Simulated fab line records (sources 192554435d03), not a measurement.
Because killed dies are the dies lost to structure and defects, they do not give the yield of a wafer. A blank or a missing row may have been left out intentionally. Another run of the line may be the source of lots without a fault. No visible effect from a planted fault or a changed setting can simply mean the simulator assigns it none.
fab line records	flow n5Finfet
record lots=6	wafers=18	lastDay=19
route steps=1938 shown WELL_APT@51 PMOS_HMC_CHANNEL_EPI@57 PASSIVATION@1936
lots with no fault: from the same line, run without faults
startH: start of the lot's first displayed wafer, in hours after the record's first day	waitH: hours from the lot's prior step to this one	" the same as in the row above	L1.1+2: one row covering several wafers at once	- value missing, or start not given	* or withheld: withheld	< > ~ a bound
route shown NAME@n: names a module that has steps shown in the file, with the first one's number in the route	usual: mean/standard deviation taken from wafers without a fault	same: alike in all rows	chamber/n: place in a boat	sites: readings site by site	_std_site: standard deviation of those values	_edge_site: inner sites' mean taken away from outer sites' mean	radiusMm: for every site, how far away it sits from the centre of the wafer	mask NAME#n: copy n	behind: the most recent tool/chamber to have shaped the wafer	hold: cause of the lot's hold/its duration in hours/its outcome	device: the transistor (n, p or np) that didn't switch	end of line: tests run on the same wafers once the route is complete	a step given without rows: its recipe and nothing more	killed: the dies lost at the first sort to structure and to defects; this is not the yield of the wafer	map: per-die view of a wafer (x killed, . not killed, _ where there is no die)
set.NAME: the setting as run; set.NAME@STEP: as run at that earlier step	model.NAME: the simulator's own value behind a step, which no gauge read
lots seen at some steps along the route; tables by step, rows by wafer
services: the hour from which a tool's chamber was out of use, counted from the record's first day as startH (under 0 if before that day), plus the number of hours and why
## steps
# step N5_WELL_APT_OXIDE_STRIP_42
# recipe chemistry=dHF	dilution=25:1	timeS=45	tempC=25	target=SiO2	targetDepthA=120
# step N5_WELL_APT_PRECLEAN_36
# recipe chemistry=O3/DIW	timeS=45	tempC=22	o3Ppm=10
# step N5_WELL_APT_PRECLEAN_39
# recipe chemistry=dHF	timeS=60	dilution=150:1	tempC=25
# step N5_WELL_APT_SRD_37
# recipe dry=ipaMarangoni	doPpb=5	timeS=30	tempC=23	rinseLiquid=diw
# step N5_WELL_APT_EPI_41
# recipe material=Si	targetThkA=500	tempC=650	precursor=SiH4/H2	pressureTorr=20	timeS=297.7
# usual chamberPressureTorr=20.01/0.045	throttleValvePct=11.24/0.29
lot.wafer	tool	chamber	startH	waitH	chamberPressureTorr	throttleValvePct
L879.3	epiRpcvd-03	0	31.80	0.2	20.07	10.83
L879.4	"	0	"	"	20.00	10.94
L879.5	"	0	"	"	20.05	10.85
L880.1	epiRpcvd-04	0	34.47	0.0	20.01	11.68
L880.5	"	0	"	"	19.99	11.79
L880.6	"	0	"	"	20.00	11.86
L890.2	epiRpcvd-01	0	94.34	0.2	19.98	11.07
L890.4	"	0	"	"	20.01	10.94
L890.6	"	0	"	"	19.98	11.37
L892.1	epiRpcvd-01	0	106.95	0.0	20.02	11.14
L892.2	"	0	"	"	20.10	11.24
L892.5	"	0	"	"	20.04	11.36
L895.2	epiRpcvd-04	0	124.15	0.2	19.98	11.68
L895.3	"	0	"	"	19.99	11.55
L895.6	"	0	"	"	19.90	11.73
L899.1	epiRpcvd-01	0	149.02	0.0	20.07	10.98
L899.2	"	0	"	"	20.04	11.08
L899.6	"	0	"	"	20.13	11.16
# step N5_WELL_APT_INSPECT_38
# recipe inspectInstrument=darkfield	mode=postEpi
# usual rawDefectCount=15/5.9
lot.wafer	tool	chamber	startH	waitH	rawDefectCount
L879.3	defectInspect-02	-	32.23	0.3	11
L879.4	"	-	"	"	23
L879.5	"	-	"	"	24
L880.1	defectInspect-02	-	35.30	0.7	28
L880.5	"	-	"	"	25
L880.6	"	-	"	"	15
L890.2	defectInspect-02	-	95.07	0.6	8
L890.4	"	-	"	"	9
L890.6	"	-	"	"	13
L892.1	defectInspect-02	-	107.59	0.5	10
L892.2	"	-	"	"	10
L892.5	"	-	"	"	13
L895.2	defectInspect-02	-	124.85	0.6	14
L895.3	"	-	"	"	14
L895.6	"	-	"	"	14
L899.1	defectInspect-02	-	149.86	0.7	11
L899.2	"	-	"	"	15
L899.6	"	-	"	"	11
# step N5_PMOS_HMC_CHANNEL_EPI_HM_DEP_34
# recipe material=SiO2	targetThkA=360	tempC=400	precursor=TEOS/O2	pressureTorr=6.5	rfW=900	teosFlowSccm=161.4	gas=O2	flowSccm=2650	timeS=6.9
# step N5_PMOS_HMC_CHANNEL_EPI_COAT_31
# recipe resist=BARC	tempC=205	timeS=60	spinRpm=1500	resistThkNm=66
# step N5_PMOS_HMC_CHANNEL_EPI_COAT_03
# recipe resist=CAR-ArF-block	spinRpm=1500	resistThkNm=205
# step N5_PMOS_HMC_CHANNEL_EPI_EBR_05
# recipe solvent=PGMEA	ebrWidthMm=1.5
# step N5_PMOS_HMC_CHANNEL_EPI_SOFTBAKE_04
# recipe tempC=110	timeS=60	resist=CAR-ArF-block
# step N5_PMOS_HMC_CHANNEL_EPI_EXPOSE_06
# recipe maskId=PMOS_HMC_BLK	na=1.35	sourceShape=conventional	sigmaOuter=0.8	polarization=unpolarized	targetCdNm=240	doseMj=41
# step N5_PMOS_HMC_CHANNEL_EPI_PEB_07
# recipe pebTempC=110	pebTimeS=60	resist=CAR-ArF-block
lot.wafer	tool	chamber	startH	waitH
L879.3+4+5	lithoTrack-02	0	32.61	0.0
L880.1+5+6	lithoTrack-04	0	35.55	0.1
L890.2+4+6	lithoTrack-02	0	95.44	0.0
L892.1+2+5	lithoTrack-02	0	107.96	0.1
L895.2+3+6	lithoTrack-05	0	125.10	0.0
L899.1+2+6	lithoTrack-04	0	150.23	0.1
# step N5_PMOS_HMC_CHANNEL_EPI_DEVELOP_08
# recipe developTimeS=30	developer=TMAH	resist=CAR-ArF-block	devTempC=23	rinseLiquid=diw	dry=airSpin
# step N5_PMOS_HMC_CHANNEL_EPI_CD_MEAS_09
# recipe targetCdNm=237.4	landingEnergyEv=500	detector=seInlens
# usual cdNm=238.2/1.3
lot.wafer	tool	chamber	startH	waitH	cdNm
L879.3	cdSem-01	0	32.68	-	239.0
L879.4	"	0	"	"	238.5
L879.5	"	0	"	"	238.6
L880.1	cdSem-01	0	35.62	-	237.1
L880.5	"	0	"	"	235.4
L880.6	"	0	"	"	237.3
L890.2	cdSem-01	0	95.51	-	245.6
L890.4	"	0	"	"	244.3
L890.6	"	0	"	"	244.0
L892.1	cdSem-01	0	108.03	-	243.4
L892.2	"	0	"	"	244.0
L892.5	"	0	"	"	243.3
L895.2	cdSem-01	0	125.17	-	239.9
L895.3	"	0	"	"	238.4
L895.6	"	0	"	"	238.7
L899.1	cdSem-02	0	150.30	-	238.0
L899.2	"	0	"	"	237.6
L899.6	"	0	"	"	237.4
# step N5_PMOS_HMC_CHANNEL_EPI_OVL_MEAS_10
# recipe pointsPerWafer=44
# usual PMOS_HMC_BLK_OVL=0.2/0.65
# same pointsPerWafer=44
lot.wafer	tool	chamber	startH	waitH	PMOS_HMC_BLK_OVL[nm]
L879.3	overlay-02	0	32.70	0.0	0.0
L879.4	"	0	"	"	0.7
L879.5	"	0	"	"	0.8
L880.1	overlay-01	0	35.65	0.0	-0.2
L880.5	"	0	"	"	-0.2
L880.6	"	0	"	"	0.0
L890.2	overlay-01	0	95.54	0.0	-0.4
L890.4	"	0	"	"	-1.1
L890.6	"	0	"	"	-1.2
L892.1	overlay-01	0	108.06	0.0	-0.8
L892.2	"	0	"	"	-1.9
L892.5	"	0	"	"	-1.0
L895.2	overlay-01	0	125.20	0.0	-0.2
L895.3	"	0	"	"	-0.7
L895.6	"	0	"	"	0.1
L899.1	overlay-01	0	150.33	0.0	0.2
L899.2	"	0	"	"	0.4
L899.6	"	0	"	"	1.1
# step N5_PMOS_HMC_CHANNEL_EPI_INSPECT_11
# recipe mode=adi	inspectInstrument=macro
# usual rawDefectCount=2.1/1.5
lot.wafer	tool	chamber	startH	waitH	rawDefectCount
L879.3	defectInspect-01	-	32.73	0.0	2
L879.4	"	-	"	"	2
L879.5	"	-	"	"	2
L880.1	defectInspect-02	-	35.67	0.0	2
L880.5	"	-	"	"	2
L880.6	"	-	"	"	1
L890.2	defectInspect-02	-	95.56	0.0	3
L890.4	"	-	"	"	4
L890.6	"	-	"	"	3
L892.1	defectInspect-02	-	108.08	0.0	3
L892.2	"	-	"	"	3
L892.5	"	-	"	"	2
L895.2	defectInspect-01	-	125.22	0.0	3
L895.3	"	-	"	"	3
L895.6	"	-	"	"	3
L899.1	defectInspect-02	-	150.35	0.0	1
L899.2	"	-	"	"	1
L899.6	"	-	"	"	2
# step N5_PMOS_HMC_CHANNEL_EPI_DESCUM_14
# recipe chemistry=O2	timeS=7.9	sourcePowerW=50	biasPowerW=20	pressureMtorr=20	rfFrequencyHz=2.712e+07	tempC=40	resist=CAR-ArF-block	o2FlowSccm=225
# usual drypumpMotorCurrentA=5.6/0.44	oesProductAu=0.76/0.088	rfVppV=243.2/1.4	showerheadPlenumPTorr=2.10/0.067	throttleValvePct=20.5/0.33
lot.wafer	tool	chamber	startH	waitH	drypumpMotorCurrentA	oesProductAu	rfHoursCounterH	rfVppV	showerheadPlenumPTorr	throttleValvePct	model.PMOS_HMC_CHANNEL_EPI.cdNm
L879.3	rieDiel-04	3	32.76	0.0	5.0	0.66	237	243.8	2.11	20.1	238.8
L879.4	"	1	"	"	6.2	0.72	182	242.2	2.02	20.7	238.3
L879.5	"	1	"	"	6.2	0.72	-	241.2	2.02	20.7	239.2
L880.1	rieDiel-02	1	35.71	0.0	5.8	0.76	135	246.5	2.18	20.5	237.5
L880.5	"	0	"	"	6.0	0.77	-	242.7	2.10	20.6	235.1
L880.6	"	1	"	"	5.8	0.76	-	244.4	2.18	20.6	237.6
L890.2	rieDiel-02	1	95.59	0.0	5.8	0.74	156	244.7	2.17	20.6	246.2
L890.4	"	3	"	"	5.4	0.95	7	245.9	2.24	20.2	244.3
L890.6	"	0	"	"	6.0	0.76	-	243.7	2.09	20.6	244.2
L892.1	rieDiel-02	3	108.12	0.0	5.4	0.94	11	245.4	2.24	20.2	243.5
L892.2	"	1	"	"	5.9	0.73	160	243.5	2.17	20.6	244.2
L892.5	"	1	"	"	5.8	0.73	-	244.6	2.17	20.6	243.5
L895.2	rieDiel-04	3	125.25	0.0	5.0	0.94	10	245.8	2.10	19.7	239.8
L895.3	"	2	"	"	4.9	0.83	68	243.8	2.15	20.4	238.9
L895.6	"	2	"	"	4.9	0.84	-	243.1	2.15	20.4	238.8
L899.1	rieDiel-05	3	150.39	0.0	5.3	0.69	228	243.7	2.08	20.9	238.2
L899.2	"	1	"	"	5.5	0.71	204	242.5	2.06	20.3	238.2
L899.6	"	1	"	"	5.5	0.71	-	244.7	2.06	20.3	237.8
# step N5_PMOS_HMC_CHANNEL_EPI_ETCH_32
# recipe chemistry=N2/H2	target=BARC	stopOn=SiO2	targetDepthA=858	overEtchFrac=0.3	timeS=50.3	ionEnergyEv=200	maskMaterial=CAR-ArF-block	pressureMtorr=30	sourceW=840	biasW=150	n2FlowSccm=200	h2FlowSccm=200
# usual drypumpMotorCurrentA=5.6/0.44	oesProductAu=0.65/0.075	rfVppV=523.6/2.6	showerheadPlenumPTorr=2.54/0.093	throttleValvePct=18.0/0.31
lot.wafer	tool	chamber	startH	waitH	drypumpMotorCurrentA	oesProductAu	rfHoursCounterH	rfVppV	showerheadPlenumPTorr	throttleValvePct
L879.3	rieDiel-04	3	32.80	0.0	5.0	0.59	237	525.1	2.61	17.9
L879.4	"	1	"	"	6.2	0.61	182	519.3	2.43	18.1
L879.5	"	1	"	"	6.2	0.61	-	519.6	2.43	18.1
L880.1	rieDiel-02	1	35.74	0.0	5.8	0.66	135	527.4	2.68	18.2
L880.5	"	0	"	"	6.0	0.67	-	523.0	2.54	18.0
L880.6	"	1	"	"	5.8	0.65	-	527.9	2.68	18.2
L890.2	rieDiel-02	1	95.63	0.0	5.8	0.64	156	526.3	2.67	18.3
L890.4	"	3	"	"	5.4	0.80	7	527.2	2.73	17.8
L890.6	"	0	"	"	6.0	0.65	-	523.2	2.53	18.0
L892.1	rieDiel-02	3	108.15	0.0	5.4	0.80	11	528.0	2.73	17.8
L892.2	"	1	"	"	5.9	0.62	160	527.4	2.66	18.3
L892.5	"	1	"	"	5.9	0.64	-	527.2	2.67	18.3
L895.2	rieDiel-04	3	125.29	0.0	5.0	0.81	10	525.5	2.60	17.4
L895.3	"	2	"	"	4.9	0.71	68	524.1	2.58	17.7
L895.6	"	2	"	"	4.9	0.71	-	525.9	2.58	17.7
L899.1	rieDiel-05	3	150.42	0.0	5.3	0.59	228	523.1	2.53	18.4
L899.2	"	1	"	"	5.5	0.60	204	523.5	2.54	18.1
L899.6	"	1	"	"	5.5	0.60	-	523.9	2.54	18.1
# step N5_PMOS_HMC_CHANNEL_EPI_HM_OPEN_15
# recipe chemistry=CHF3/O2	target=SiO2	maskMaterial=CAR-ArF-block	targetDepthA=406	CHF3_flow_sccm=50	O2_flow_sccm=5	Ar_flow_sccm=200	timeS=20.3	pressureMtorr=30	sourceW=650	biasW=170	ionEnergyEv=200
# usual CHF3_flow_sccm=49.98/0.14	drypumpMotorCurrentA=5.6/0.44	oesProductAu=0.76/0.09	rfVppV=524/14	showerheadPlenumPTorr=2.41/0.081	throttleValvePct=18.95/0.27
lot.wafer	tool	chamber	startH	waitH	CHF3_flow_sccm	drypumpMotorCurrentA	oesProductAu	rfHoursCounterH	rfVppV	showerheadPlenumPTorr	throttleValvePct
L879.3	rieDiel-04	3	32.84	0.0	49.90	5.0	0.67	237	536	2.50	18.95
L879.4	"	1	"	"	49.83	6.2	0.73	182	538	2.33	19.16
L879.5	"	1	"	"	49.59	6.2	0.72	-	537	2.33	19.17
L880.1	rieDiel-02	1	35.78	0.0	49.97	5.8	0.76	135	519	2.51	19.07
L880.5	"	0	"	"	49.95	6.0	0.77	-	537	2.42	18.99
L880.6	"	1	"	"	49.96	5.8	0.76	-	519	2.52	19.05
L890.2	rieDiel-02	1	95.67	0.0	50.08	5.9	0.74	156	518	2.51	19.10
L890.4	"	3	"	"	50.20	5.4	0.95	7	529	2.55	18.56
L890.6	"	0	"	"	49.91	6.0	0.75	-	535	2.41	19.04
L892.1	rieDiel-02	3	108.19	0.0	50.02	5.4	0.94	11	528	2.55	18.60
L892.2	"	1	"	"	50.01	5.9	0.73	160	518	2.50	19.09
L892.5	"	1	"	"	49.92	5.9	0.73	-	518	2.51	19.11
L895.2	rieDiel-04	3	125.33	0.0	49.90	5.0	0.94	10	536	2.49	18.49
L895.3	"	2	"	"	50.06	4.9	0.84	68	498	2.45	18.84
L895.6	"	2	"	"	49.87	4.9	0.83	-	499	2.45	18.84
L899.1	rieDiel-05	3	150.47	0.0	49.96	5.3	0.69	228	517	2.35	19.08
L899.2	"	1	"	"	50.30	5.5	0.69	204	518	2.36	18.79
L899.6	"	1	"	"	49.96	5.5	0.69	-	518	2.36	18.79
# step N5_PMOS_HMC_CHANNEL_EPI_STRIP_33
# recipe chemistry=N2/H2	powerW=500	tempC=40	pressureMtorr=50	rfFrequencyHz=6e+07	overashFraction=0.3	biasPowerW=8	h2Frac=0.5	n2FlowSccm=300	h2FlowSccm=300
# usual drypumpMotorCurrentA=5.6/0.44	oesProductAu=0.76/0.088	rfVppV=54.1/1.7	showerheadPlenumPTorr=3.36/0.12	throttleValvePct=19.1/0.43
lot.wafer	tool	chamber	startH	waitH	drypumpMotorCurrentA	oesProductAu	rfHoursCounterH	rfVppV	showerheadPlenumPTorr	throttleValvePct
L879.3	rieDiel-04	3	32.89	0.0	5.0	0.66	237	55.7	3.44	18.9
L879.4	"	1	"	"	6.2	0.73	182	54.6	3.22	19.3
L879.5	"	1	"	"	6.2	0.72	-	54.8	3.21	19.3
L880.1	rieDiel-02	1	35.84	0.0	5.9	0.74	135	56.6	3.53	19.6
L880.5	"	0	"	"	6.0	0.76	-	52.7	3.36	19.1
L880.6	"	1	"	"	5.8	0.76	-	54.4	3.53	19.6
L890.2	rieDiel-02	1	95.73	0.0	5.9	0.72	156	55.4	3.52	19.6
L890.4	"	3	"	"	5.4	0.95	7	55.4	3.60	19.0
L890.6	"	0	"	"	6.0	0.75	-	53.4	3.35	19.1
L892.1	rieDiel-02	3	108.25	0.0	5.4	0.94	11	53.4	3.60	19.0
L892.2	"	1	"	"	5.9	0.73	160	56.2	3.51	19.6
L892.5	"	1	"	"	5.9	0.73	-	51.4	3.51	19.6
L895.2	rieDiel-04	3	125.39	0.0	5.0	0.93	10	51.6	3.43	18.5
L895.3	"	2	"	"	4.9	0.83	68	53.5	3.41	18.6
L895.6	"	2	"	"	4.9	0.82	-	55.1	3.41	18.6
L899.1	rieDiel-05	3	150.52	0.0	5.3	0.70	228	53.3	3.34	19.6
L899.2	"	1	"	"	5.5	0.71	204	51.7	3.36	19.1
L899.6	"	1	"	"	5.6	0.71	-	53.1	3.36	19.1
# step N5_PMOS_HMC_CHANNEL_EPI_STRIP_17
# recipe chemistry=SPM	timeS=750	tempC=130	h2so4H2o2VolRatio=4	dry=ipaMarangoni
# step N5_PMOS_HMC_CHANNEL_EPI_ETCH_38
# recipe chemistry=CF4	target=SiO2	targetDepthA=15	ionEnergyEv=350	pressureMtorr=10	icpW=800	biasW=400	cf4FlowSccm=80
# usual drypumpMotorCurrentA=5.5/0.49	oesProductAu=0.997/0.024	throttleValvePct=21.70/0.22
lot.wafer	tool	chamber	startH	waitH	drypumpMotorCurrentA	oesProductAu	rfHoursCounterH	throttleValvePct
L879.3	rieSi-03	1	33.20	0.0	5.2	0.999	69	21.51
L879.4	"	0	"	"	6.0	1.005	2	21.73
L879.5	"	2	"	"	4.8	0.967	-	21.39
L880.1	rieSi-02	0	36.16	0.0	5.8	0.975	170	21.46
L880.5	"	1	"	"	5.7	1.048	-	21.77
L880.6	"	0	"	"	5.8	0.971	-	21.44
L890.2	rieSi-03	0	96.03	0.0	6.0	0.988	3	21.74
L890.4	"	3	"	"	5.5	0.999	193	21.98
L890.6	"	3	"	"	5.4	1.003	-	21.98
L892.1	rieSi-02	0	108.55	0.0	5.8	0.958	171	21.45
L892.2	"	3	"	"	5.5	1.007	127	21.89
L892.5	"	0	"	"	5.8	0.962	-	21.44
L895.2	rieSi-02	2	125.69	0.0	6.4	1.014	141	21.60
L895.3	"	3	"	"	5.5	1.019	127	21.89
L895.6	"	0	"	"	5.8	0.968	-	21.45
L899.1	rieSi-03	3	150.82	0.0	5.5	1.008	194	21.98
L899.2	"	0	"	"	6.0	1.005	4	21.75
L899.6	"	0	"	"	6.0	0.992	-	21.74
# step N5_PMOS_HMC_CHANNEL_EPI_FIN_RECESS_16
# recipe chemistry=HBr/Cl2	target=Si	maskMaterial=SiO2	targetDepthA=540	timeS=18	pressureMtorr=10	icpW=800	biasW=75	HBr_flow_sccm=150	Cl2_flow_sccm=80
# usual drypumpMotorCurrentA=5.5/0.49	oesProductAu=0.995/0.019	throttleValvePct=35.3/0.32
lot.wafer	tool	chamber	startH	waitH	drypumpMotorCurrentA	oesProductAu	rfHoursCounterH	throttleValvePct	model.PMOS_HMC_CHANNEL_EPI.cdNm
L879.3	rieSi-03	1	33.22	0.0	5.2	1.001	69	35.2	242.2
L879.4	"	0	"	"	6.0	1.010	2	35.4	241.4
L879.5	"	2	"	"	4.8	0.975	-	34.9	242.2
L880.1	rieSi-02	0	36.18	0.0	5.8	0.975	170	35.1	240.6
L880.5	"	1	"	"	5.7	1.040	-	35.4	236.9
L880.6	"	0	"	"	5.8	0.972	-	35.1	240.7
L890.2	rieSi-03	0	96.05	0.0	5.9	1.013	3	35.4	248.3
L890.4	"	3	"	"	5.4	0.998	193	35.6	247
L890.6	"	3	"	"	5.5	1.001	-	35.6	245.2
L892.1	rieSi-02	0	108.57	0.0	5.8	0.971	171	35.1	246.2
L892.2	"	3	"	"	5.5	1.005	127	35.7	247.1
L892.5	"	0	"	"	5.8	0.978	-	35.1	246.3
L895.2	rieSi-02	2	125.71	0.0	6.4	0.991	141	34.8	242.2
L895.3	"	3	"	"	5.5	0.998	127	35.7	241
L895.6	"	0	"	"	5.8	0.970	-	35.1	240.6
L899.1	rieSi-03	3	150.84	0.0	5.5	0.992	194	35.6	241.8
L899.2	"	0	"	"	6.0	1.011	4	35.4	240.8
L899.6	"	0	"	"	6.0	1.016	-	35.4	240.1
# step N5_PMOS_HMC_CHANNEL_EPI_PRECLEAN_36
# recipe chemistry=O3/DIW	timeS=45	tempC=22	o3Ppm=10
# step N5_PASSIVATION_PROBE_49
# usual killed_at_M0_to_M3=33/11	killed_at_M4_up=13/5.2	killedAtContacts=11/5.7	killedAtFrontEnd=39/11	killedAtOther=4/3	killedDies=101/20	killedOpen=66/15	killedShort=33/8.4
# same grossDies=1180	killedAtBackSide=0
lot.wafer	tool	chamber	startH	waitH	killed_at_M0_to_M3	killed_at_M4_up	killedAtContacts	killedAtFrontEnd	killedAtOther	killedDies	killedOpen	killedShort
L879.3	prober-01	-	297.43	0.1	34	19	10	40	2	105	69	33
L879.4	prober-01	-	297.48	0.2	32	17	7	39	1	96	67	26
L879.5	prober-01	-	297.53	0.2	32	15	13	44	7	111	83	26
L892.1	prober-01	-	372.54	0.0	27	7	12	29	3	78	53	25
L892.2	prober-01	-	372.59	0.1	55	10	2	32	1	100	60	39
L892.5	prober-01	-	372.74	0.2	68	19	11	49	8	155	98	56
L899.1	prober-02	-	447.81	0.0	24	15	11	39	6	95	56	34
L899.2	prober-02	-	447.86	0.1	30	15	13	27	2	87	52	32
# killed by level:class
L879.3 STI_FIN_REVEAL:geometricParticle:open=17 MOL_CONTACT_COAG:geometricParticle:open=9 BEOL_M4:geometricParticle:open=8 FIN_SAQP:geometricParticle:short=7 BEOL_M0_SAQP:geometricParticle:short=7 BEOL_M2:geometricParticle:open=7 BEOL_M0_SAQP:geometricParticle:open=5 BEOL_M1:geometricParticle:open=4
L879.4 STI_FIN_REVEAL:geometricParticle:open=12 BEOL_M0_SAQP:geometricParticle:open=8 FIN_SAQP:geometricParticle:short=6 MOL_CONTACT_COAG:geometricParticle:open=6 BEOL_M3:geometricParticle:open=6 GATE_CUT:geometricParticle:short=5 BEOL_M0:geometricParticle:open=5 BEOL_M6:geometricParticle:open=5
L879.5 STI_FIN_REVEAL:geometricParticle:open=18 MOL_CONTACT_COAG:geometricParticle:open=10 BEOL_M1:geometricParticle:open=8 BEOL_M0:geometricParticle:open=7 BEOL_M4:geometricParticle:open=7 ILD0:geometricParticle:open=5 BEOL_M0_SAQP:geometricParticle:short=5 GATE_CUT:geometricParticle:short=4
L892.1 MOL_CONTACT_COAG:geometricParticle:open=10 BEOL_M0_SAQP:geometricParticle:open=7 FIN_SAQP:geometricParticle:open=6 BEOL_M0_SAQP:geometricParticle:short=6 BEOL_M4:geometricParticle:open=6 STI_FIN_REVEAL:geometricParticle:open=4 BEOL_M3:geometricParticle:open=4 FIN_SAQP:geometricParticle:short=3
L892.2 BEOL_M0_SAQP:geometricParticle:short=21 BEOL_M0_SAQP:geometricParticle:open=14 BEOL_M3:geometricParticle:open=9 BEOL_M2:geometricParticle:open=7 BEOL_M4:geometricParticle:open=7 FIN_SAQP:geometricParticle:short=6 FIN_SAQP:geometricParticle:open=6 ILD0:geometricParticle:short=3
L892.5 BEOL_M0_SAQP:geometricParticle:short=28 BEOL_M0_SAQP:geometricParticle:open=27 BEOL_M4:geometricParticle:open=14 MOL_CONTACT_COAG:geometricParticle:open=10 FIN_SAQP:geometricParticle:open=9 FIN_SAQP:geometricParticle:short=9 STI_FIN_REVEAL:geometricParticle:open=7 BEOL_M2:geometricParticle:open=6
L899.1 FIN_SAQP:geometricParticle:open=10 MOL_CONTACT_COAG:geometricParticle:open=10 FIN_SAQP:geometricParticle:short=9 STI_FIN_REVEAL:geometricParticle:open=7 BEOL_M3:geometricParticle:short=5 BEOL_M4:geometricParticle:open=5 BEOL_M2:geometricParticle:open=4 BEOL_M3:geometricParticle:open=4
L899.2 MOL_CONTACT_COAG:geometricParticle:open=10 FIN_SAQP:geometricParticle:open=6 STI_FIN_REVEAL:geometricParticle:open=6 BEOL_M0:geometricParticle:short=6 BEOL_M1:geometricParticle:short=6 BEOL_M3:geometricParticle:open=6 BEOL_M0:geometricParticle:open=5 BEOL_M4:geometricParticle:open=5
## services
tool	chamber	startH	hours	kind
rieSi-02	-	39.25	2.8	pm
rieDiel-02	3	54.77	-	clean
rieDiel-02	3	54.77	-	consumableReplace:focusRing
rieDiel-02	3	54.77	-	consumableReplace:showerhead
rieDiel-02	3	54.77	21.4	scheduledDown
rieDiel-02	3	54.77	21.4	ventCycle
rieDiel-04	0	61.47	8.6	repair
rieSi-03	0	64.21	1.9	repair
epiRpcvd-03	-	64.95	0.5	pm
rieDiel-05	1	68.25	16.4	repair
rieDiel-05	-	69.73	15.6	pm
rieDiel-04	3	75.44	-	clean
rieDiel-04	3	75.44	-	consumableReplace:focusRing
rieDiel-04	3	75.44	12.3	scheduledDown
rieDiel-04	3	75.44	12.3	ventCycle
rieSi-02	1	78.99	3.9	repair
rieDiel-04	2	79.75	5.4	repair
rieSi-02	-	86.93	4.3	pm
rieDiel-04	0	124.66	-	clean
rieDiel-04	0	124.66	-	consumableReplace:focusRing
rieDiel-04	0	124.66	-	consumableReplace:showerhead
rieDiel-02	0	137.14	1.7	repair
rieDiel-05	0	139.20	12.1	repair
epiRpcvd-03	-	148.87	2.7	pm
## key
firstSign step=N5_PMOS_HMC_CHANNEL_EPI_CD_MEAS_09	reading=cdNm	direction=up	sigmas=4.6	usual=238.2	struck=244.1
effect none on later readings
modelEffect step=N5_PMOS_HMC_CHANNEL_EPI_DESCUM_14	value=PMOS_HMC_CHANNEL_EPI.cdNm	without=238.5	struck=244.3
modelEffect step=N5_PMOS_HMC_CHANNEL_EPI_FIN_RECESS_16	value=PMOS_HMC_CHANNEL_EPI.cdNm	without=240.8	struck=246.7
metAt N5_PMOS_HMC_CHANNEL_EPI_PEB_07
struckWafers L890.2,L890.4,L890.6,L892.1,L892.2,L892.5
testerLeftOut L890,L892
onsetBetween 32.61 95.44
fault kind=processParameterDrift	tool=lithoTrack-02	chamber=-	onsetH=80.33	steps=N5_PMOS_HMC_CHANNEL_EPI_PEB_07	channel=pebTimeS	offset=*	shape=step	endH=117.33	actsIn=*	stated=*
# testerLeftOut: of these lots the tester's yield and bins aren't shown, on N5 and GAA mostly nor the transistor test; their killed dies are dies lost to structure and defects alone, not to doping, threshold or leakage, so they don't give the yield
